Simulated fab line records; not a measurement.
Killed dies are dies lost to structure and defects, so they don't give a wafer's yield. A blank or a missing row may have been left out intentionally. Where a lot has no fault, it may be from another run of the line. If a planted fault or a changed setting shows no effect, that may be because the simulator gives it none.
A lot that was struck, set against a sound lot :: flow nand harc :: 18 out of 1302 route steps
Sound: the wafers L605.1, L605.2, L605.6. The struck wafers were L609.4, L609.5, L609.6. The cause is named last.
At each step with rows: each side's tool, then ch and its chambers, then its first start. Under that, the readings that differ: sound wafers :: struck wafers :: difference of the means :: sigmas: that difference in standard deviations of wafers without a fault.
alike: a reading whose means differ by less than 2 such deviations, as well as words and numbers matching on both sides. not compared: withheld readings; readings where some wafer has no value; bounds like >300 that might hide an equal value; numbers whose values overlap and for which the record gives no deviation.
Wherever a step has rows on one side only, a row that says differs or no value, or a row with sigmas, the two part there. Numbers that don't overlap but have no deviation are shown without sigmas and don't part them. Lack of a reading on every wafer of one side parts them only where that side has two or more wafers.

NHARC_P_ZERO_WELL_CD_MEAS_11: target cd 500 nm.
  sound on cd sem-01 ch 0, day 3 03:14; struck on cd sem-03 ch 0, day 4 19:08
reading: cd nm (nm)
sound: 494.0 497.6 498.4
struck: 500.1 502.8 500.9
difference: +4.6
sigmas: +2
then, 1 step without rows for these wafers: NHARC_P_ZERO_WELL_HARDBAKE_12 (time 65 s).
NHARC_P_ZERO_WELL_DESCUM_13: chemistry O2, time 3 s.
  sound on rie diel-08 ch 0,2,3, day 3 03:25; struck on rie diel-04 ch 0,2,3, day 4 19:17
  alike: drypump motor current A, mfc ar sccm, oes product au, rf vpp V, showerhead plenum p Torr, throttle valve pct
  not compared: rf hours counter h
NHARC_P_ZERO_WELL_ETCH_65: etches the open film in N2/H2, target depth 80 nm, overetch 24 nm, time 87.88 s.
  sound on rie diel-08 ch 2,3, day 3 03:42; struck on rie diel-04 ch 1,2, day 4 19:22
  alike: drypump motor current A, mfc ar sccm, n2 flow sccm, oes product au, rf vpp V, showerhead plenum p Torr, throttle valve pct
  not compared: rf hours counter h
NHARC_P_ZERO_WELL_ETCH_62: etches the open film in CHF3/Ar, target depth 13 nm, time 6.5 s.
  sound on rie diel-08 ch 0,2,3; struck on rie diel-04 ch 1,2,3
  alike: drypump motor current A, mfc ar sccm, oes product au, rf vpp V, showerhead plenum p Torr, throttle valve pct
  not compared: rf hours counter h
NHARC_P_ZERO_WELL_ETCH_63: etches the open film in HBr/Cl2, target depth 120 nm, time 40.1 s.
  sound on rie si-06 ch 1,2,3, day 3 04:00; struck on rie si-03 ch 1,2, day 4 19:32
  alike: drypump motor current A, hbr flow sccm, oes product au, throttle valve pct
  not compared: rf hours counter h
then, 6 steps without rows for these wafers: NHARC_P_ZERO_WELL_STRIP_15 (strips in SPM, time 900 s); NHARC_P_ZERO_WELL_DEHYDRATE_16 (time 120 s); NHARC_P_ZERO_WELL_HMDS_17 (time 30 s); NHARC_P_ZERO_WELL_COAT_18; NHARC_P_ZERO_WELL_SOFTBAKE_19 (time 95 s); NHARC_P_ZERO_WELL_EBR_20.
NHARC_P_ZERO_WELL_EXPOSE_21: exposes mask P NWELL, target cd 720 nm.
  sound on krf scanner-04 ch 0, day 3 04:46; struck on krf scanner-02 ch 0, day 4 20:19
reading: mask
sound: P_NWELL#0 P_NWELL#0 P_NWELL#0
struck: P_PWELL#0 P_PWELL#0 P_PWELL#0
difference: differs
sigmas: 
then, 2 steps without rows for these wafers: NHARC_P_ZERO_WELL_PEB_22 (peb time 85 s); NHARC_P_ZERO_WELL_DEVELOP_23 (time 70 s).
NHARC_P_ZERO_WELL_CD_MEAS_24: target cd 720 nm.
  sound on cd sem-02 ch 0, day 3 04:55; struck on cd sem-02 ch 0, day 4 20:28
reading: cd nm (nm)
sound: 718.1 718.3 719.9
struck: - - -
difference: no value on the struck wafers
sigmas: 
then, 1 step without rows for these wafers: NHARC_P_ZERO_WELL_HARDBAKE_25 (time 80 s).
-- jump in the record: it breaks off in module P_ZERO_WELL and resumes in module END (first step shown: number 1302 of the route), and 23 days separate the struck wafers' starts before and after --
NHARC_END_SORT_01:
  the record has rows for the struck wafers here (prober-01 ch 0, day 27 11:25) and none for the sound ones

WHERE THEY PART
First at NHARC_P_ZERO_WELL_CD_MEAS_11; last, within this record, at NHARC_END_SORT_01.

WHY: what the simulator had put in
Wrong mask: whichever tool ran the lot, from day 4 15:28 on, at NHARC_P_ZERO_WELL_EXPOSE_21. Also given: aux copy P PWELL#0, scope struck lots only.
